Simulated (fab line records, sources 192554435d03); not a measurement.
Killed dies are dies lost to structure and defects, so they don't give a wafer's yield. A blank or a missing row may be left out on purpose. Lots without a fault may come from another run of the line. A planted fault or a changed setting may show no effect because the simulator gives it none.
fab line records | flow n5_finfet
record lots=7 wafers=21 last_day=18
route steps=1938 shown BEOL_M0@721 BEOL_M4@1111
lots that met no fault: from a run of the same line without faults
start_h: hours from the record's first day to the start of the lot's first wafer shown | wait_h: hours since the lot's step before | " the same as in the row above | L1.1+2: a row that stands for several wafers | - no value, or no start given | * or withheld: withheld | < > ~ a bound
route shown NAME@n: a module of which the file shows steps, and the number in the route of the first | usual: mean/standard deviation of fault-free wafers | same: alike in all rows | chamber/n: place in a boat | sites: the reading at each site | _std_site: their standard deviation | _edge_site: outer sites' mean less inner sites' | radius_mm: how far each site lies from the wafer's centre | mask NAME#n: copy n | behind: the tool/chamber that last shaped the wafer | hold: why the lot was held/for how many hours/how that ended | device: the transistor (n, p or np) that didn't switch | end of line: the same wafers' tests at the end of the route | a step without rows: its recipe alone | killed: dies lost to structure and defects at the first sort, not the wafer's yield | map: a wafer's dies, x killed, . not, _ none there
set.NAME: the setting as run; set.NAME@STEP: as run at that earlier step | model.NAME: the simulator's own value behind a step, which no gauge read
lots at some steps of the route; a table a step, a row a wafer
services: from which hour (start_h, from the record's first day; less than 0 if before it) a tool's chamber was out of use, for how many hours, and why
## steps
# step N5_BEOL_M0_TRENCH_ETCH_107
# recipe chemistry=C4F6/O2 target_depth_a=328 target=SiOC time_s=16.4 ion_energy_ev=250 pressure_mtorr=30 source_w=355 bias_w=185 Ar_flow_sccm=300 C4F6_flow_sccm=10 O2_flow_sccm=10
# usual drypump_motor_current_A=5.9/0.43 oes_product_au=0.79/0.089 rf_vpp_V=663/7.1 showerhead_plenum_p_Torr=2.84/0.091 throttle_valve_pct=20.69/0.22
# columns lot.wafer tool chamber start_h wait_h drypump_motor_current_A oes_product_au rf_hours_counter_h rf_vpp_V showerhead_plenum_p_Torr throttle_valve_pct
L207.1 rie_diel-01 0 129.35 0.0 6.2 0.69 244 657 2.92 20.66
L207.5 " 2 " " 5.6 0.78 - 650 2.85 20.54
L207.6 " 3 " " 6.2 0.88 - 671 3.02 20.52
L208.3 rie_diel-02 1 143.45 0.0 4.8 0.70 219 665 2.71 20.77
L208.4 " 0 " " 5.5 0.81 94 663 2.88 20.46
L208.6 " 0 " " 5.5 0.81 - 663 2.88 20.46
L216.2 rie_diel-02 1 186.70 0.0 4.8 0.69 232 662 2.70 20.78
L216.4 " 2 " " 5.6 0.93 17 659 2.91 21.06
L216.6 " 3 " " 5.9 0.79 - 670 2.88 20.94
L214.1 rie_diel-02 2 186.88 0.0 5.6 0.93 17 660 2.91 21.06
L214.3 " 1 " " 4.8 0.69 232 661 2.70 20.77
L214.4 " 3 " " 5.9 0.79 95 672 2.88 20.94
L217.1 rie_diel-01 3 188.87 0.0 6.2 0.85 53 671 3.01 20.56
L217.3 " 2 " " 5.6 0.75 181 650 2.84 20.59
L217.6 " 3 " " 6.2 0.85 - 671 3.01 20.55
L222.1 rie_diel-01 1 227.75 0.0 5.9 0.86 51 655 2.77 20.66
L222.2 " 2 " " 5.6 0.75 197 650 2.83 20.62
L222.3 " 0 " " 6.2 0.90 22 657 2.90 20.33
L227.2 rie_diel-01 0 264.69 0.0 6.2 0.89 35 657 2.90 20.34
L227.4 " 3 " " 6.2 0.82 78 672 2.99 20.60
L227.6 " 1 " " 5.9 0.85 - 655 2.77 20.68
# step N5_BEOL_M0_STRIP_142
# recipe chemistry=N2/H2 time_s=10 power_w=450 temp_c=40 pressure_mtorr=20 rf_frequency_hz=6e+07 bias_power_w=7 n2_flow_sccm=200 h2_flow_sccm=200
# step N5_BEOL_M0_OCD_MEAS_108
# usual trench_depth_nm=32.8/0.42
# columns lot.wafer tool chamber start_h wait_h trench_depth_nm
L207.1 ocd-02 - 129.45 0.1 32.3
L207.5 " - " " 32.9
L207.6 " - " " 33.4
L208.3 ocd-01 - 143.56 0.1 33.2
L208.4 " - " " 32.5
L208.6 " - " " 32.9
L216.2 ocd-02 - 186.80 0.1 32.5
L216.4 " - " " 32.7
L216.6 " - " " 33.0
L214.1 ocd-02 - 186.98 0.1 33.1
L214.3 " - " " 32.7
L214.4 " - " " 32.8
L217.1 ocd-02 - 188.98 0.1 32.7
L217.3 " - " " 32.9
L217.6 " - " " 32.2
L222.1 ocd-02 - 227.85 0.1 33.6
L222.2 " - " " 33.1
L222.3 " - " " 32.7
L227.2 ocd-02 - 264.79 0.1 33.5
L227.4 " - " " 33.1
L227.6 " - " " 32.9
# step N5_BEOL_M0_HM_STRIP_129
# recipe chemistry=peroxide_tin_strip material=TiN target_depth_a=170 temp_c=50 time_s=108
# step N5_BEOL_M0_SRD_130
# recipe time_s=30 temp_c=23 rinse_liquid=diw dry=ipa_marangoni
# step N5_BEOL_M0_ETCH_109
# recipe chemistry=CH3F/O2 target_depth_a=80 overetch_a=24 target=SiCN time_s=27.4 ion_energy_ev=120 pressure_mtorr=30 source_w=395 bias_w=75 Ar_flow_sccm=150 CH3F_flow_sccm=30 O2_flow_sccm=20
# step N5_BEOL_M0_STRIP_139
# recipe chemistry=post_etch_residue_remover time_s=60 temp_c=25 remover_ph=withheld remover_water_wt_pct=withheld remover_fluoride_wt_pct=withheld
# step N5_BEOL_M0_SRD_111
# recipe time_s=30 temp_c=23 rinse_liquid=diw dry=ipa_marangoni
# step N5_BEOL_M0_DEGAS_112
# recipe ambient=vacuum temp_c=250 time_s=60
# usual heater_power_w=331/37
# columns lot.wafer tool chamber start_h wait_h heater_power_w
L207.1 pvd_sputter-03 - 129.81 0.1 397
L207.5 " - " " 298
L207.6 " - " " 273
L208.3 pvd_sputter-02 - 144.76 0.6 334
L208.4 " - " " 362
L208.6 " - " " 329
L216.2 pvd_sputter-03 - 187.59 0.5 359
L216.4 " - " " 309
L216.6 " - " " 397
L214.1 pvd_sputter-03 - 188.11 0.4 364
L214.3 " - " " 297
L214.4 " - " " 401
L217.1 pvd_sputter-01 - 189.98 0.8 337
L217.3 " - " " 267
L217.6 " - " " 354
L222.1 pvd_sputter-02 - 228.52 0.4 364
L222.2 " - " " 341
L222.3 " - " " 339
L227.2 pvd_sputter-01 - 265.23 0.2 276
L227.4 " - " " 332
L227.6 " - " " 331
# step N5_BEOL_M0_PRE_CLEAN_113
# recipe gas=H2/He time_s=30 temp_c=250
# step N5_BEOL_M0_ALD_136
# recipe material=TaN target_thk_a=* temp_c=275 ald_precursor_family=PDMAT ald_co_reactant=NH3 pressure_torr=3 carrier_flow_sccm=1500 pulse_time_s=2 purge_time_s=3 co_reactant_purge_time_s=2 co_reactant_pulse_time_s=3 ald_cycles=30 precursor_vessel_temp_c=75 precursor_vessel_pressure_torr=26.25 precursor_vessel_carrier_sccm=1000
# usual chamber_pressure_Torr=2.999/0.0064 heater_power_w=441/50
# columns lot.wafer tool chamber start_h wait_h chamber_pressure_Torr heater_power_w
L207.1 ald_metal-03 3 130.02 0.2 2.996 408
L207.5 " 3 " " 3.001 427
L207.6 " 0 " " 2.995 362
L208.3 ald_metal-04 3 144.87 0.1 3.000 510
L208.4 " 1 " " 2.997 468
L208.6 " 0 " " 3.004 456
L216.2 ald_metal-01 1 187.71 0.1 2.989 532
L216.4 " 0 " " 3.004 439
L216.6 " 2 " " 2.991 447
L214.1 ald_metal-01 1 188.21 0.0 3.005 515
L214.3 " 3 " " 3.002 346
L214.4 " 0 " " 3.001 446
L217.1 ald_metal-01 2 190.08 0.0 2.990 446
L217.3 " 3 " " 2.994 348
L217.6 " 0 " " 3.005 454
L222.1 ald_metal-03 2 228.62 0.0 2.999 423
L222.2 " 1 " " 3.008 378
L222.3 " 3 " " 2.996 421
L227.2 ald_metal-01 3 265.36 0.1 2.986 346
L227.4 " 2 " " 3.006 425
L227.6 " 0 " " 2.989 443
# step N5_BEOL_M0_SURFACE_TREAT_137
# recipe gas=Ar time_s=* ion_energy_ev=* ion_current_ma_cm2=0.5 pressure_mtorr=* ar_flow_sccm=30
# usual throttle_valve_pct=*
# columns lot.wafer tool chamber start_h wait_h throttle_valve_pct
L207.1 pvd_sputter-02 - 130.25 0.1 *
L207.5 " - " " *
L207.6 " - " " *
L208.3 pvd_sputter-03 - 145.10 0.1 *
L208.4 " - " " *
L208.6 " - " " *
L216.2 pvd_sputter-02 - 188.20 0.4 *
L216.4 " - " " *
L216.6 " - " " *
L214.1 pvd_sputter-01 - 188.48 0.2 *
L214.3 " - " " *
L214.4 " - " " *
L217.1 pvd_sputter-01 - 190.38 0.2 *
L217.3 " - " " *
L217.6 " - " " *
L222.1 pvd_sputter-01 - 228.86 0.1 *
L222.2 " - " " *
L222.3 " - " " *
L227.2 pvd_sputter-03 - 265.61 0.1 *
L227.4 " - " " *
L227.6 " - " " *
# step N5_BEOL_M0_CVD_115
# recipe material=Co target_thk_a=* temp_c=withheld precursor=CCTBA/H2 pressure_torr=30 time_s=120
# usual chamber_pressure_Torr=30.00/0.059 run_length_s=143.3/0.45
# columns lot.wafer tool chamber start_h wait_h chamber_pressure_Torr run_length_s
L207.1 cvd_co-02 2 130.45 0.2 29.99 143.3
L207.5 " 2 " " 29.97 143.1
L207.6 " 0 " " 30.00 142.9
L208.3 cvd_co-01 1 145.25 0.1 30.00 142.7
L208.4 " 0 " " 29.95 143.4
L208.6 " 1 " " 30.03 143.2
L216.2 cvd_co-02 1 188.55 0.3 30.02 115.2
L216.4 " 1 " " 30.01 114.8
L216.6 " 0 " " 29.98 114.0
L214.1 cvd_co-02 0 188.63 0.1 29.97 114.1
L214.3 " 1 " " 29.98 115.6
L214.4 " 0 " " 29.94 114.5
L217.1 cvd_co-02 0 190.53 0.1 30.06 114.1
L217.3 " 2 " " 29.95 114.6
L217.6 " 2 " " 30.09 114.4
L222.1 cvd_co-01 0 228.95 0.1 30.12 144.2
L222.2 " 1 " " 30.09 143.0
L222.3 " 2 " " 30.04 143.5
L227.2 cvd_co-01 1 265.90 0.3 29.97 142.9
L227.4 " 0 " " 30.00 143.5
L227.6 " 1 " " 29.93 143.5
# step N5_BEOL_M0_SPUTTER_116
# recipe material=Cu target_thk_a=40 temp_c=-20 chamber_pressure_pa=0.07 power_w=withheld time_s=7.37
# usual chamber_pressure_pa=0.07/0.00014 throttle_valve_pct=30.8/0.74
# columns lot.wafer tool chamber start_h wait_h chamber_pressure_pa throttle_valve_pct
L207.1 pvd_sputter-01 - 131.96 1.5 0.07009 30.4
L207.5 " - " " 0.07011 31.6
L207.6 " - " " 0.07004 31.8
L208.3 pvd_sputter-01 - 145.35 0.1 0.06988 30.5
L208.4 " - " " 0.06993 32.1
L208.6 " - " " 0.06977 30.6
L216.2 pvd_sputter-03 - 188.65 0.1 0.06981 29.2
L216.4 " - " " 0.06994 31.0
L216.6 " - " " 0.0702 29.3
L214.1 pvd_sputter-01 - 188.76 0.1 0.07002 30.4
L214.3 " - " " 0.07014 31.2
L214.4 " - " " 0.07014 31.9
L217.1 pvd_sputter-02 - 190.63 0.1 0.06998 32.0
L217.3 " - " " 0.07015 31.4
L217.6 " - " " 0.06984 31.2
L222.1 pvd_sputter-01 - 229.10 0.1 0.0701 31.8
L222.2 " - " " 0.06994 30.5
L222.3 " - " " 0.07003 30.4
L227.2 pvd_sputter-02 - 267.39 1.5 0.07013 31.1
L227.4 " - " " 0.07003 32.3
L227.6 " - " " 0.07006 32.2
# step N5_BEOL_M4_RC_MEAS_101
# usual DIBL_N=36.4/1.2 DIBL_P=36.1/1.6 IOFF_N=0.156/0.024 IOFF_P=0.21/0.031 ION_N=674/11 ION_P=463/6.9 SS_N=71.5/0.5 SS_P=73.2/0.55 VT_N=250.0/2.9 VT_P=-250/3.6
# columns lot.wafer tool chamber start_h wait_h DIBL_N[mV/V] DIBL_P[mV/V] IOFF_N[nA/um] IOFF_P[nA/um] ION_N[uA/um] ION_P[uA/um] SS_N[mV/dec] SS_P[mV/dec] VT_N[mV] VT_P[mV]
L207.1 prober-02 0 174.27 0.0 35.8 36.7 0.163 0.19 665 449 71.5 73.8 248.6 -254
L207.5 " 0 " " 36.0 36.5 0.157 0.19 672 458 71.7 74.4 250.7 -254
L207.6 " 0 " " 35.5 36.7 0.159 0.20 675 458 71.4 73.6 247.7 -253
L208.3 prober-02 0 189.31 0.3 35.0 37.1 0.157 0.21 680 462 71.5 73.1 248.7 -252
L208.4 " 0 " " 36.7 38.0 0.191 0.24 685 460 71.6 73.1 248.1 -250
L208.6 " 0 " " 36.0 37.1 0.172 0.22 684 469 71.7 73.3 246.0 -252
L214.1 prober-02 0 225.98 0.1 35.2 35.4 0.147 0.20 665 464 71.7 72.7 250.9 -251
L214.3 " 0 " " 33.9 33.3 0.121 0.17 663 458 71.1 72.6 254.2 -253
L214.4 " 0 " " 35.5 35.5 0.149 0.20 664 464 71.2 73.1 251.3 -248
L216.2 prober-01 0 227.44 0.2 35.3 34.5 0.137 0.20 660 460 71.8 72.8 252.2 -252
L216.4 " 0 " " 33.5 31.6 0.109 0.17 656 457 70.6 71.7 255.9 -253
L216.6 " 0 " " 35.7 34.9 0.156 0.21 666 457 71.6 73.5 250.9 -250
L217.1 prober-01 0 242.03 0.0 36.0 34.4 0.116 0.14 655 451 71.2 72.0 258.6 -260
L217.3 " 0 " " 37.5 36.7 0.142 0.18 670 449 71.9 73.2 250.9 -256
L217.6 " 0 " " 36.0 35.3 0.120 0.16 666 448 71.5 72.6 255.5 -256
L222.1 prober-01 0 282.70 0.0 36.6 38.1 0.148 0.19 665 455 71.4 72.9 254.3 -253
L222.2 " 0 " " 35.0 36.0 0.119 0.17 666 458 71.1 72.8 255.6 -253
L222.3 " 0 " " 35.0 36.6 0.127 0.18 663 458 71.2 73.0 254.6 -254
L227.2 prober-01 0 314.90 0.2 37.0 36.9 0.183 0.20 695 463 72.7 73.8 246.0 -251
L227.4 " 0 " " 36.7 36.2 0.167 0.18 680 458 71.1 73.9 249.4 -254
L227.6 " 0 " " 35.6 35.2 0.154 0.17 679 457 72.1 73.0 247.6 -254
## services
# columns tool chamber start_h hours kind
ald_metal-04 - 112.16 0.5 repair
cvd_co-02 1 114.77 - clean
cvd_co-02 1 114.77 22.0 scheduled_down
cvd_co-02 1 114.77 22.0 vent_cycle
pvd_sputter-02 - 115.51 1.1 repair
rie_diel-01 1 121.69 7.3 repair
ald_metal-01 2 132.64 2.4 repair
cvd_co-01 - 139.25 1.2 repair
rie_diel-02 3 152.96 1.8 repair
cvd_co-02 0 164.38 13.9 repair
cvd_co-01 - 168.86 1.6 repair
rie_diel-01 1 172.82 7.6 repair
cvd_co-02 - 174.31 6.0 pm
rie_diel-02 0 174.77 2.9 repair
cvd_co-01 - 183.26 5.3 repair
ald_metal-03 - 183.35 8.7 pm
ald_metal-03 0 200.79 3.8 repair
ald_metal-03 - 209.31 2.8 pm
ald_metal-01 0 212.99 3.4 repair
ald_metal-03 1 214.47 7.8 repair
cvd_co-02 - 225.46 0.6 repair
rie_diel-01 3 225.93 4.2 repair
ald_metal-03 - 248.90 1.1 repair
ald_metal-03 3 261.07 3.2 repair
## key
first_sign step=N5_BEOL_M0_CVD_115 reading=run_length_s direction=down sigmas=63 usual=* struck=*
effect none on later readings
met_at N5_BEOL_M0_CVD_115
struck_wafers L214.1,L214.3,L214.4,L216.2,L216.4,L216.6,L217.1,L217.3,L217.6
rows_end L216.2,L216.4,L216.6,L217.1,L217.3,L217.6
sort_left_out L214.1,L214.3,L214.4
earlier_fault kind=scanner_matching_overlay tool=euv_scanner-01 chamber=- onset_h=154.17 steps=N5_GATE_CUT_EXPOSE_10 offset=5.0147
fault kind=process_parameter_drift tool=cvd_co-02 chamber=- onset_h=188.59 steps=N5_BEOL_M0_CVD_115 channel=time_s offset=* shape=step acts_in=* stated=*
# sort_left_out: the simulated sort isn't trusted on such a fault, so these wafers' sort isn't shown, and their yield isn't known
# rows_end: these wafers met a further fault down the route, and their rows from its step on are left out
